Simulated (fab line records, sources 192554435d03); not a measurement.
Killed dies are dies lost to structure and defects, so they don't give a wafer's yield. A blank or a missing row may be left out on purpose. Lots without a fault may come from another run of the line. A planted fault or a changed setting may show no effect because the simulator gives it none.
Chamber matching | flow n5_finfet | N5_BEOL_M0_CUTY_ETCH_62 on rie_diel-01: 4 sister chambers
The step etches SiARC in CF4, time 58.5 s. 4 wafers are shown with their chamber, then 8 later ones without.

WAFERS WITH THEIR CHAMBER
wafer  | chamber | showerhead_plenum_p_Torr (Torr)
L079.1 | 2       | 2.16
L083.4 | 0       | 2.00
L087.4 | 3       | 2.17
L089.2 | 1       | 2.27

WAFERS WITHOUT THEIR CHAMBER
wafer  | showerhead_plenum_p_Torr (Torr)
L089.4 | 2.15
L089.5 | 2.17
L091.1 | 2.25
L091.5 | 2.26
L091.6 | 2.15
L092.1 | 2.15
L092.3 | 2.16
L092.4 | 2.26

WHICH CHAMBER EACH WENT THROUGH
wafer  | from the rows above     | in truth
L089.4 | can't be placed: 2 or 3 | 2
L089.5 | can't be placed: 3 or 2 | 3
L091.1 | 1                       | 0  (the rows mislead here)
L091.5 | 1                       | 1
L091.6 | can't be placed: 2 or 3 | 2
L092.1 | can't be placed: 2 or 3 | 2
L092.3 | can't be placed: 2 or 3 | 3
L092.4 | 1                       | 1
Placed correctly: 2 of 8. Can't be placed from these rows: 5 (the true chamber is among the candidates in 5). Placed wrongly: 1.
How it was worked out, from the rows above alone: a wafer's distance from a chamber is the root of the sum, over the readings, of the square of ((its reading less the chamber's mean) divided by the reading's scatter). The wafer belongs to the nearest chamber; if the next one is less than 2 further off, it can't be placed. A chamber's mean is the mean of its shown wafers. The scatter: with one shown wafer a chamber, the root of the mean of the squares of how far each hidden wafer lies from its nearest shown one.
